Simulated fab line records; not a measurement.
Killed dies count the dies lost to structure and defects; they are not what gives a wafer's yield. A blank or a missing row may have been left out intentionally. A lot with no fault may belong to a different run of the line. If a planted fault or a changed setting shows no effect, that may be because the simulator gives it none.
fab line records :: flow n5Finfet
[record]
  lots = 13
  wafers = 35
  lastDay = 18
route steps=1938 shown BEOL_M9@1434
lots with no fault: from the same line, run without faults
startH: start of the lot's first displayed wafer, in hours after the record's first day :: waitH: hours from the lot's prior step to this one :: " repeats the value in the row above :: L1.1+2: several wafers, shown together as one row :: - no value, or no start given :: * or withheld: withheld :: < > ~ a bound
route shown NAME@n: a module of which the file shows steps, and the number in the route of the first :: usual: the fault-free wafers' mean and standard deviation :: same: alike in all rows :: chamber/n: place in a boat :: sites: the reading at each site :: _std_site: how widely they spread, as a standard deviation :: _edge_site: outer sites' mean less inner sites' :: radiusMm: how far each site lies from the wafer's centre :: mask NAME#n: copy n :: behind: the tool/chamber that last shaped the wafer :: hold: the reason the lot was held/the length of the hold in hours/how it ended :: device: the n, p or np transistor that did not switch :: end of line: the same wafers' tests at the end of the route :: step lacking rows: just its recipe :: killed: at the first sort, the dies lost to defects and structure; wafer yield is something else :: map: dies across one wafer; x = killed, . = not, _ = none there
set.NAME: setting as actually run; set.NAME@STEP: the setting as run at that earlier step :: model.NAME: the simulator's own value behind a step, which no gauge read
route steps across a sampled set of lots; one table per step, one row per wafer
services: from which hour (startH, from the record's first day; less than 0 if before it) a tool's chamber was out of use, for how many hours, and why
[[steps]]
[step N5_BEOL_M9_CD_MEAS_28]
[recipe]
  targetCdNm = 70
  landingEnergyEv = 500
  detector = seInlens
  polarity = opening
[usual]
  cdNm = 69.92/0.24
lot.wafer: L310.1
tool: cdSem-01
chamber: 0
startH: 218.29
waitH: -
cdNm: 70.23

lot.wafer: L310.3
tool: cdSem-01
chamber: 0
startH: 218.29
waitH: -
cdNm: 70.06

lot.wafer: L310.4
tool: cdSem-01
chamber: 0
startH: 218.29
waitH: -
cdNm: 70.37

lot.wafer: L313.1
tool: cdSem-01
chamber: 0
startH: 221.31
waitH: -
cdNm: 69.75

lot.wafer: L313.4
tool: cdSem-01
chamber: 0
startH: 221.31
waitH: -
cdNm: 69.92

lot.wafer: L313.5
tool: cdSem-01
chamber: 0
startH: 221.31
waitH: -
cdNm: 70.39

lot.wafer: L311.2
tool: cdSem-02
chamber: 0
startH: 221.56
waitH: -
cdNm: 69.66

lot.wafer: L311.5
tool: cdSem-02
chamber: 0
startH: 221.56
waitH: -
cdNm: 69.63

lot.wafer: L311.6
tool: cdSem-02
chamber: 0
startH: 221.56
waitH: -
cdNm: 69.96

lot.wafer: L312.1
tool: cdSem-03
chamber: 0
startH: 227.58
waitH: -
cdNm: 69.87

lot.wafer: L312.2
tool: cdSem-03
chamber: 0
startH: 227.58
waitH: -
cdNm: 69.56

lot.wafer: L312.4
tool: cdSem-03
chamber: 0
startH: 227.58
waitH: -
cdNm: 69.86

lot.wafer: L315.1
tool: cdSem-02
chamber: 0
startH: 238.14
waitH: -
cdNm: 69.74

lot.wafer: L315.3
tool: cdSem-02
chamber: 0
startH: 238.14
waitH: -
cdNm: 70.18

lot.wafer: L315.4
tool: cdSem-02
chamber: 0
startH: 238.14
waitH: -
cdNm: 69.76

lot.wafer: L314.3
tool: cdSem-03
chamber: 0
startH: 240.51
waitH: -
cdNm: 70.25

lot.wafer: L314.4
tool: cdSem-03
chamber: 0
startH: 240.51
waitH: -
cdNm: 69.72

lot.wafer: L314.5
tool: cdSem-03
chamber: 0
startH: 240.51
waitH: -
cdNm: 69.61

lot.wafer: L316.2
tool: cdSem-01
chamber: 0
startH: 249.58
waitH: -
cdNm: 70.11

lot.wafer: L316.5
tool: cdSem-01
chamber: 0
startH: 249.58
waitH: -
cdNm: 69.64

lot.wafer: L316.6
tool: cdSem-01
chamber: 0
startH: 249.58
waitH: -
cdNm: 69.91

lot.wafer: L317.1
tool: cdSem-01
chamber: 0
startH: 257.19
waitH: -
cdNm: 70.01

lot.wafer: L317.3
tool: cdSem-01
chamber: 0
startH: 257.19
waitH: -
cdNm: 69.98

lot.wafer: L317.4
tool: cdSem-01
chamber: 0
startH: 257.19
waitH: -
cdNm: 69.84

lot.wafer: L319.4
tool: cdSem-01
chamber: 0
startH: 276.78
waitH: -
cdNm: 69.69

lot.wafer: L319.5
tool: cdSem-01
chamber: 0
startH: 276.78
waitH: -
cdNm: 69.95

lot.wafer: L321.2
tool: cdSem-03
chamber: 0
startH: 289.09
waitH: -
cdNm: 69.79

lot.wafer: L321.3
tool: cdSem-03
chamber: 0
startH: 289.09
waitH: -
cdNm: 69.83

lot.wafer: L321.4
tool: cdSem-03
chamber: 0
startH: 289.09
waitH: -
cdNm: 69.97

lot.wafer: L332.2
tool: cdSem-01
chamber: 0
startH: 349.24
waitH: -
cdNm: 69.67

lot.wafer: L332.4
tool: cdSem-01
chamber: 0
startH: 349.24
waitH: -
cdNm: 69.92

lot.wafer: L333.3
tool: cdSem-03
chamber: 0
startH: 350.83
waitH: -
cdNm: 69.68

lot.wafer: L333.5
tool: cdSem-03
chamber: 0
startH: 350.83
waitH: -
cdNm: 69.43

lot.wafer: L327.3
tool: cdSem-02
chamber: 0
startH: 364.32
waitH: -
cdNm: 69.64

lot.wafer: L327.5
tool: cdSem-02
chamber: 0
startH: 364.32
waitH: -
cdNm: 70.10
[step N5_BEOL_M9_CMP_52]
[recipe]
  stopOn = SiCOH_lowk
  tOverpolishS = 7
  downForcePsi = 1
  platenRpm = 50
  clearingPlatenDownForcePsi = 1.5
  clearingPlatenRpm = 50
  postCmpClean = cuAlkaline
  targetThkNm = 140
  clearingPlatenPadVelocityMS = 0.99484
  padVelocityMS = 0.99484
[usual]
  barrierFieldEndpointS = 29.1/0.82
  motorCurrentA = 6.1/0.52
  overpolishRunS = 7.000/0.0087
  platenRpm = 50.00/0.032
  timeToEndpointS = 66/3.3
lot.wafer: L310.3
tool: cmp-04
chamber: 2
startH: 220.87
waitH: 0.2
barrierFieldEndpointS: 29.1
motorCurrentA: 7.1
overpolishRunS: 6.999
platenRpm: 50.00
timeToEndpointS: 62

lot.wafer: L310.1
tool: cmp-04
chamber: 3
startH: 220.87
waitH: 0.2
barrierFieldEndpointS: 28.6
motorCurrentA: 5.6
overpolishRunS: 6.988
platenRpm: 50.00
timeToEndpointS: 60

lot.wafer: L310.4
tool: cmp-04
chamber: 0
startH: 220.87
waitH: 0.2
barrierFieldEndpointS: 29.9
motorCurrentA: 6.7
overpolishRunS: 7.019
platenRpm: 50.04
timeToEndpointS: 67

lot.wafer: L313.4
tool: cmp-03
chamber: 3
startH: 224.36
waitH: 0.2
barrierFieldEndpointS: 29.1
motorCurrentA: 5.8
overpolishRunS: 6.999
platenRpm: 50.03
timeToEndpointS: 59

lot.wafer: L313.1
tool: cmp-03
chamber: 1
startH: 224.36
waitH: 0.2
barrierFieldEndpointS: 28.9
motorCurrentA: 6.4
overpolishRunS: 6.998
platenRpm: 49.99
timeToEndpointS: 62

lot.wafer: L313.5
tool: cmp-03
chamber: 3
startH: 224.36
waitH: 0.2
barrierFieldEndpointS: 29.2
motorCurrentA: 5.7
overpolishRunS: 6.997
platenRpm: 49.97
timeToEndpointS: 64

lot.wafer: L311.2
tool: cmp-04
chamber: 1
startH: 224.72
waitH: 0.3
barrierFieldEndpointS: 29.4
motorCurrentA: 5.7
overpolishRunS: 7.013
platenRpm: 50.02
timeToEndpointS: 71

lot.wafer: L311.5
tool: cmp-04
chamber: 3
startH: 224.72
waitH: 0.3
barrierFieldEndpointS: 28.2
motorCurrentA: 5.7
overpolishRunS: 6.998
platenRpm: 50.03
timeToEndpointS: 64

lot.wafer: L311.6
tool: cmp-04
chamber: 0
startH: 224.72
waitH: 0.3
barrierFieldEndpointS: 28.8
motorCurrentA: 7.2
overpolishRunS: 6.991
platenRpm: 49.95
timeToEndpointS: 67

lot.wafer: L312.2
tool: cmp-03
chamber: 1
startH: 230.65
waitH: 0.2
barrierFieldEndpointS: 30.2
motorCurrentA: 6.8
overpolishRunS: 7.006
platenRpm: 50.02
timeToEndpointS: 67

lot.wafer: L312.1
tool: cmp-03
chamber: 3
startH: 230.65
waitH: 0.2
barrierFieldEndpointS: 29.4
motorCurrentA: 5.9
overpolishRunS: 7.007
platenRpm: 49.98
timeToEndpointS: 66

lot.wafer: L312.4
tool: cmp-03
chamber: 0
startH: 230.65
waitH: 0.2
barrierFieldEndpointS: 30.1
motorCurrentA: 5.5
overpolishRunS: 7.002
platenRpm: 50.02
timeToEndpointS: 68

lot.wafer: L315.4
tool: cmp-02
chamber: 3
startH: 241.02
waitH: 0.1
barrierFieldEndpointS: 28.2
motorCurrentA: 5.9
overpolishRunS: 7.005
platenRpm: 50.05
timeToEndpointS: 66

lot.wafer: L315.1
tool: cmp-02
chamber: 1
startH: 241.02
waitH: 0.1
barrierFieldEndpointS: 29.6
motorCurrentA: 7.0
overpolishRunS: 7.001
platenRpm: 50.01
timeToEndpointS: 66

lot.wafer: L315.3
tool: cmp-02
chamber: 2
startH: 241.02
waitH: 0.1
barrierFieldEndpointS: 29.0
motorCurrentA: 5.9
overpolishRunS: 7.011
platenRpm: 50.03
timeToEndpointS: 65

lot.wafer: L314.3
tool: cmp-04
chamber: 2
startH: 243.22
waitH: 0.2
barrierFieldEndpointS: 28.4
motorCurrentA: 7.0
overpolishRunS: 7.002
platenRpm: 50.00
timeToEndpointS: 63

lot.wafer: L314.4
tool: cmp-04
chamber: 1
startH: 243.22
waitH: 0.2
barrierFieldEndpointS: 30.1
motorCurrentA: 5.7
overpolishRunS: 6.998
platenRpm: 50.06
timeToEndpointS: 66

lot.wafer: L314.5
tool: cmp-04
chamber: 2
startH: 243.22
waitH: 0.2
barrierFieldEndpointS: 28.8
motorCurrentA: 7.4
overpolishRunS: 7.007
platenRpm: 50.00
timeToEndpointS: 61

lot.wafer: L316.2
tool: cmp-03
chamber: 3
startH: 253.50
waitH: 0.2
barrierFieldEndpointS: 28.9
motorCurrentA: 5.7
overpolishRunS: 7.000
platenRpm: 50.00
timeToEndpointS: 63

lot.wafer: L316.5
tool: cmp-03
chamber: 3
startH: 253.50
waitH: 0.2
barrierFieldEndpointS: 28.9
motorCurrentA: 5.9
overpolishRunS: 7.022
platenRpm: 50.03
timeToEndpointS: 63

lot.wafer: L316.6
tool: cmp-03
chamber: 0
startH: 253.50
waitH: 0.2
barrierFieldEndpointS: 29.6
motorCurrentA: 5.3
overpolishRunS: 7.004
platenRpm: 49.97
timeToEndpointS: 69

lot.wafer: L317.4
tool: cmp-03
chamber: 3
startH: 259.65
waitH: 0.1
barrierFieldEndpointS: 28.0
motorCurrentA: 5.8
overpolishRunS: 7.008
platenRpm: 49.95
timeToEndpointS: 64

lot.wafer: L317.3
tool: cmp-03
chamber: 1
startH: 259.65
waitH: 0.1
barrierFieldEndpointS: 27.1
motorCurrentA: 6.3
overpolishRunS: 6.994
platenRpm: 50.03
timeToEndpointS: 67

lot.wafer: L317.1
tool: cmp-03
chamber: 2
startH: 259.65
waitH: 0.1
barrierFieldEndpointS: 27.8
motorCurrentA: 5.9
overpolishRunS: 7.006
platenRpm: 50.04
timeToEndpointS: 68

lot.wafer: L319.4
tool: cmp-04
chamber: 0
startH: 281.03
waitH: 0.1
barrierFieldEndpointS: 29.2
motorCurrentA: 6.7
overpolishRunS: 6.981
platenRpm: 50.03
timeToEndpointS: 69

lot.wafer: L319.5
tool: cmp-04
chamber: 0
startH: 281.03
waitH: 0.1
barrierFieldEndpointS: 29.3
motorCurrentA: 6.7
overpolishRunS: 6.997
platenRpm: 49.98
timeToEndpointS: 67

lot.wafer: L321.4
tool: cmp-03
chamber: 0
startH: 291.82
waitH: 0.1
barrierFieldEndpointS: 28.4
motorCurrentA: 5.1
overpolishRunS: 6.995
platenRpm: 49.98
timeToEndpointS: 66

lot.wafer: L321.2
tool: cmp-03
chamber: 1
startH: 291.82
waitH: 0.1
barrierFieldEndpointS: 27.9
motorCurrentA: 6.5
overpolishRunS: 6.998
platenRpm: 49.99
timeToEndpointS: 63

lot.wafer: L321.3
tool: cmp-03
chamber: 3
startH: 291.82
waitH: 0.1
barrierFieldEndpointS: 28.1
motorCurrentA: 5.8
overpolishRunS: 7.016
platenRpm: 50.01
timeToEndpointS: 69

lot.wafer: L332.4
tool: cmp-03
chamber: 1
startH: 351.93
waitH: 0.2
barrierFieldEndpointS: 16.0
motorCurrentA: 6.4
overpolishRunS: 7.003
platenRpm: 49.98
timeToEndpointS: 34

lot.wafer: L332.2
tool: cmp-03
chamber: 3
startH: 351.93
waitH: 0.2
barrierFieldEndpointS: 28.5
motorCurrentA: 5.9
overpolishRunS: 6.983
platenRpm: 50.00
timeToEndpointS: 62

lot.wafer: L333.3
tool: cmp-03
chamber: 1
startH: 353.32
waitH: 0.2
barrierFieldEndpointS: 28.9
motorCurrentA: 6.2
overpolishRunS: 7.002
platenRpm: 50.04
timeToEndpointS: 63

lot.wafer: L333.5
tool: cmp-03
chamber: 0
startH: 353.32
waitH: 0.2
barrierFieldEndpointS: 16.1
motorCurrentA: 5.7
overpolishRunS: 7.006
platenRpm: 49.99
timeToEndpointS: 37

lot.wafer: L327.3
tool: cmp-03
chamber: 2
startH: 368.80
waitH: 0.4
barrierFieldEndpointS: 29.2
motorCurrentA: 6.4
overpolishRunS: 6.995
platenRpm: 50.04
timeToEndpointS: 69

lot.wafer: L327.5
tool: cmp-03
chamber: 0
startH: 368.80
waitH: 0.4
barrierFieldEndpointS: 16.4
motorCurrentA: 5.6
overpolishRunS: 7.000
platenRpm: 49.97
timeToEndpointS: 42
[step N5_BEOL_M9_DEP_56]
[recipe]
  material = SiCN
  targetThkA = 150
  tempC = withheld
  precursor = 3MS/NH3
  pressureTorr = 3
  rfW = 202
  timeS = 26.5
[usual]
  showerheadPlenumPTorr = 3.665/0.011
  throttleValvePct = 9.0/0.54
lot.wafer: L310.1
tool: pecvd-02
chamber: 1
startH: 221.22
waitH: 0.0
showerheadPlenumPTorr: 3.681
throttleValvePct: 10.0

lot.wafer: L310.3
tool: pecvd-02
chamber: 2
startH: 221.22
waitH: 0.0
showerheadPlenumPTorr: 3.661
throttleValvePct: 9.5

lot.wafer: L310.4
tool: pecvd-02
chamber: 1
startH: 221.22
waitH: 0.0
showerheadPlenumPTorr: 3.673
throttleValvePct: 9.7

lot.wafer: L313.1
tool: pecvd-03
chamber: 1
startH: 224.68
waitH: 0.0
showerheadPlenumPTorr: 3.661
throttleValvePct: 9.5

lot.wafer: L313.4
tool: pecvd-03
chamber: 0
startH: 224.68
waitH: 0.0
showerheadPlenumPTorr: 3.648
throttleValvePct: 9.1

lot.wafer: L313.5
tool: pecvd-03
chamber: 1
startH: 224.68
waitH: 0.0
showerheadPlenumPTorr: 3.662
throttleValvePct: 9.7

lot.wafer: L311.2
tool: pecvd-04
chamber: 2
startH: 225.01
waitH: 0.0
showerheadPlenumPTorr: 3.665
throttleValvePct: 8.6

lot.wafer: L311.5
tool: pecvd-04
chamber: 1
startH: 225.01
waitH: 0.0
showerheadPlenumPTorr: 3.666
throttleValvePct: 8.5

lot.wafer: L311.6
tool: pecvd-04
chamber: 2
startH: 225.01
waitH: 0.0
showerheadPlenumPTorr: 3.636
throttleValvePct: 8.7

lot.wafer: L312.1
tool: pecvd-02
chamber: 1
startH: 231.01
waitH: 0.0
showerheadPlenumPTorr: 3.679
throttleValvePct: 9.3

lot.wafer: L312.2
tool: pecvd-02
chamber: 0
startH: 231.01
waitH: 0.0
showerheadPlenumPTorr: 3.676
throttleValvePct: 8.7

lot.wafer: L312.4
tool: pecvd-02
chamber: 0
startH: 231.01
waitH: 0.0
showerheadPlenumPTorr: 3.674
throttleValvePct: 8.7

lot.wafer: L315.1
tool: pecvd-02
chamber: 0
startH: 241.38
waitH: 0.0
showerheadPlenumPTorr: 3.676
throttleValvePct: 8.8

lot.wafer: L315.3
tool: pecvd-02
chamber: 2
startH: 241.38
waitH: 0.0
showerheadPlenumPTorr: 3.654
throttleValvePct: 9.3

lot.wafer: L315.4
tool: pecvd-02
chamber: 1
startH: 241.38
waitH: 0.0
showerheadPlenumPTorr: 3.677
throttleValvePct: 9.7

lot.wafer: L314.3
tool: pecvd-04
chamber: 2
startH: 243.58
waitH: 0.0
showerheadPlenumPTorr: 3.657
throttleValvePct: 8.7

lot.wafer: L314.4
tool: pecvd-04
chamber: 1
startH: 243.58
waitH: 0.0
showerheadPlenumPTorr: 3.673
throttleValvePct: 8.6

lot.wafer: L314.5
tool: pecvd-04
chamber: 0
startH: 243.58
waitH: 0.0
showerheadPlenumPTorr: 3.662
throttleValvePct: 9.2

lot.wafer: L316.2
tool: pecvd-02
chamber: 1
startH: 253.86
waitH: 0.0
showerheadPlenumPTorr: 3.685
throttleValvePct: 9.6

lot.wafer: L316.5
tool: pecvd-02
chamber: 1
startH: 253.86
waitH: 0.0
showerheadPlenumPTorr: 3.670
throttleValvePct: 9.7

lot.wafer: L316.6
tool: pecvd-02
chamber: 0
startH: 253.86
waitH: 0.0
showerheadPlenumPTorr: 3.676
throttleValvePct: 8.4

lot.wafer: L317.1
tool: pecvd-03
chamber: 0
startH: 260.01
waitH: 0.0
showerheadPlenumPTorr: 3.651
throttleValvePct: 9.0

lot.wafer: L317.3
tool: pecvd-03
chamber: 1
startH: 260.01
waitH: 0.0
showerheadPlenumPTorr: 3.676
throttleValvePct: 9.6

lot.wafer: L317.4
tool: pecvd-03
chamber: 2
startH: 260.01
waitH: 0.0
showerheadPlenumPTorr: 3.666
throttleValvePct: 7.9

lot.wafer: L319.4
tool: pecvd-04
chamber: 1
startH: 281.41
waitH: 0.0
showerheadPlenumPTorr: 3.678
throttleValvePct: 8.9

lot.wafer: L319.5
tool: pecvd-04
chamber: 2
startH: 281.41
waitH: 0.0
showerheadPlenumPTorr: 3.662
throttleValvePct: 8.4

lot.wafer: L321.2
tool: pecvd-04
chamber: 2
startH: 292.18
waitH: 0.0
showerheadPlenumPTorr: 3.662
throttleValvePct: 8.7

lot.wafer: L321.3
tool: pecvd-04
chamber: 0
startH: 292.18
waitH: 0.0
showerheadPlenumPTorr: 3.654
throttleValvePct: 9.3

lot.wafer: L321.4
tool: pecvd-04
chamber: 2
startH: 292.18
waitH: 0.0
showerheadPlenumPTorr: 3.659
throttleValvePct: 8.8

lot.wafer: L332.2
tool: pecvd-03
chamber: 1
startH: 352.25
waitH: 0.0
showerheadPlenumPTorr: 3.671
throttleValvePct: 9.6

lot.wafer: L332.4
tool: pecvd-03
chamber: 1
startH: 352.25
waitH: 0.0
showerheadPlenumPTorr: 3.665
throttleValvePct: 9.3

lot.wafer: L333.3
tool: pecvd-02
chamber: 1
startH: 353.64
waitH: 0.0
showerheadPlenumPTorr: 3.675
throttleValvePct: 10.1

lot.wafer: L333.5
tool: pecvd-02
chamber: 1
startH: 353.64
waitH: 0.0
showerheadPlenumPTorr: 3.682
throttleValvePct: 9.8

lot.wafer: L327.3
tool: pecvd-02
chamber: 2
startH: 369.04
waitH: 0.0
showerheadPlenumPTorr: 3.650
throttleValvePct: 9.9

lot.wafer: L327.5
tool: pecvd-02
chamber: 1
startH: 369.04
waitH: 0.0
showerheadPlenumPTorr: 3.674
throttleValvePct: 9.8
[step N5_BEOL_M9_INSPECT_58]
[recipe]
  inspectInstrument = darkfield
  mode = postDep
[usual]
  rawDefectCount = 72/21
lot.wafer: L310.1
tool: defectInspect-01
chamber: -
startH: 221.32
waitH: 0.0
rawDefectCount: 72

lot.wafer: L310.3
tool: defectInspect-01
chamber: -
startH: 221.32
waitH: 0.0
rawDefectCount: 96

lot.wafer: L310.4
tool: defectInspect-01
chamber: -
startH: 221.32
waitH: 0.0
rawDefectCount: 113

lot.wafer: L313.1
tool: defectInspect-01
chamber: -
startH: 224.77
waitH: 0.0
rawDefectCount: 86

lot.wafer: L313.4
tool: defectInspect-01
chamber: -
startH: 224.77
waitH: 0.0
rawDefectCount: 72

lot.wafer: L313.5
tool: defectInspect-01
chamber: -
startH: 224.77
waitH: 0.0
rawDefectCount: 71

lot.wafer: L311.2
tool: defectInspect-02
chamber: -
startH: 225.13
waitH: 0.0
rawDefectCount: 89

lot.wafer: L311.5
tool: defectInspect-02
chamber: -
startH: 225.13
waitH: 0.0
rawDefectCount: 99

lot.wafer: L311.6
tool: defectInspect-02
chamber: -
startH: 225.13
waitH: 0.0
rawDefectCount: 72

lot.wafer: L312.1
tool: defectInspect-01
chamber: -
startH: 231.11
waitH: 0.0
rawDefectCount: 51

lot.wafer: L312.2
tool: defectInspect-01
chamber: -
startH: 231.11
waitH: 0.0
rawDefectCount: 50

lot.wafer: L312.4
tool: defectInspect-01
chamber: -
startH: 231.11
waitH: 0.0
rawDefectCount: 76

lot.wafer: L315.1
tool: defectInspect-02
chamber: -
startH: 241.48
waitH: 0.0
rawDefectCount: 85

lot.wafer: L315.3
tool: defectInspect-02
chamber: -
startH: 241.48
waitH: 0.0
rawDefectCount: 86

lot.wafer: L315.4
tool: defectInspect-02
chamber: -
startH: 241.48
waitH: 0.0
rawDefectCount: 91

lot.wafer: L314.3
tool: defectInspect-01
chamber: -
startH: 243.68
waitH: 0.0
rawDefectCount: 72

lot.wafer: L314.4
tool: defectInspect-01
chamber: -
startH: 243.68
waitH: 0.0
rawDefectCount: 65

lot.wafer: L314.5
tool: defectInspect-01
chamber: -
startH: 243.68
waitH: 0.0
rawDefectCount: 52

lot.wafer: L316.2
tool: defectInspect-01
chamber: -
startH: 253.96
waitH: 0.0
rawDefectCount: 65

lot.wafer: L316.5
tool: defectInspect-01
chamber: -
startH: 253.96
waitH: 0.0
rawDefectCount: 55

lot.wafer: L316.6
tool: defectInspect-01
chamber: -
startH: 253.96
waitH: 0.0
rawDefectCount: 77

lot.wafer: L317.1
tool: defectInspect-02
chamber: -
startH: 260.11
waitH: 0.0
rawDefectCount: 88

lot.wafer: L317.3
tool: defectInspect-02
chamber: -
startH: 260.11
waitH: 0.0
rawDefectCount: 57

lot.wafer: L317.4
tool: defectInspect-02
chamber: -
startH: 260.11
waitH: 0.0
rawDefectCount: 93

lot.wafer: L319.4
tool: defectInspect-02
chamber: -
startH: 281.49
waitH: 0.0
rawDefectCount: 105

lot.wafer: L319.5
tool: defectInspect-02
chamber: -
startH: 281.49
waitH: 0.0
rawDefectCount: 70

lot.wafer: L321.2
tool: defectInspect-02
chamber: -
startH: 292.28
waitH: 0.0
rawDefectCount: 97

lot.wafer: L321.3
tool: defectInspect-02
chamber: -
startH: 292.28
waitH: 0.0
rawDefectCount: 62

lot.wafer: L321.4
tool: defectInspect-02
chamber: -
startH: 292.28
waitH: 0.0
rawDefectCount: 35

lot.wafer: L332.2
tool: defectInspect-01
chamber: -
startH: 352.36
waitH: 0.0
rawDefectCount: 58

lot.wafer: L332.4
tool: defectInspect-01
chamber: -
startH: 352.36
waitH: 0.0
rawDefectCount: 40

lot.wafer: L333.3
tool: defectInspect-01
chamber: -
startH: 353.74
waitH: 0.0
rawDefectCount: 82

lot.wafer: L333.5
tool: defectInspect-01
chamber: -
startH: 353.74
waitH: 0.0
rawDefectCount: 34

lot.wafer: L327.3
tool: defectInspect-02
chamber: -
startH: 369.14
waitH: 0.0
rawDefectCount: 69

lot.wafer: L327.5
tool: defectInspect-02
chamber: -
startH: 369.14
waitH: 0.0
rawDefectCount: 40
[[services]]
tool: pecvd-03
chamber: 1
startH: 218.34
hours: 4.4
kind: repair

tool: pecvd-04
chamber: 0
startH: 223.66
hours: 2.1
kind: scheduledDown

tool: cmp-02
chamber: -
startH: 231.34
hours: 4.0
kind: pm

tool: cmp-04
chamber: -
startH: 233.64
hours: 1.8
kind: repair

tool: cmp-02
chamber: -
startH: 235.34
hours: -
kind: consumableReplace:conditioner

tool: cmp-02
chamber: -
startH: 235.34
hours: -
kind: consumableReplace:pad

tool: pecvd-04
chamber: 1
startH: 235.87
hours: 5.5
kind: scheduledDown

tool: pecvd-04
chamber: 2
startH: 237.47
hours: 1.8
kind: repair

tool: pecvd-03
chamber: 1
startH: 249.05
hours: 5.5
kind: scheduledDown

tool: cmp-04
chamber: -
startH: 258.03
hours: 0.8
kind: repair

tool: pecvd-02
chamber: -
startH: 265.18
hours: 2.9
kind: repair

tool: pecvd-02
chamber: -
startH: 268.09
hours: 2.8
kind: pm

tool: pecvd-03
chamber: -
startH: 273.89
hours: 2.8
kind: pm

tool: cmp-03
chamber: -
startH: 276.92
hours: 1.5
kind: repair

tool: pecvd-02
chamber: 2
startH: 301.28
hours: 5.5
kind: scheduledDown

tool: pecvd-02
chamber: 0
startH: 309.92
hours: 5.5
kind: scheduledDown

tool: cmp-02
chamber: -
startH: 312.55
hours: 0.3
kind: repair

tool: pecvd-02
chamber: -
startH: 323.87
hours: 14.6
kind: pm

tool: cmp-04
chamber: -
startH: 328.23
hours: 4.0
kind: pm

tool: cmp-04
chamber: -
startH: 332.23
hours: -
kind: consumableReplace:conditioner

tool: cmp-04
chamber: -
startH: 332.23
hours: -
kind: consumableReplace:pad

tool: cmp-03
chamber: -
startH: 366.55
hours: 0.5
kind: repair
[[key]]
[firstSign]
  step = N5_BEOL_M9_CMP_52
  reading = barrierFieldEndpointS
  direction = down
  sigmas = 16
  usual = 29.1
  struck = 16.2
[effect]
  step = N5_BEOL_M9_CMP_52
  reading = timeToEndpointS
  direction = down
  sigmas = 8.5
  usual = *
  struck = *
metAt N5_BEOL_M9_CMP_52
struckLots L327,L332,L333
struckWafers L327.5,L332.4,L333.5
notActingAt N5_BEOL_M9_CD_MEAS_28,N5_BEOL_M9_DEP_56,N5_BEOL_M9_INSPECT_58
onsetBetween 291.82 351.93
[fault]
  kind = processParameterDrift
  tool = cmp-03
  chamber = -
  onsetH = 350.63
  steps = N5_BEOL_M9_CMP_52
  channel = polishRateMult
  offset = 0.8
  shape = step
  endH = 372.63
  scope = struckWafersOnly
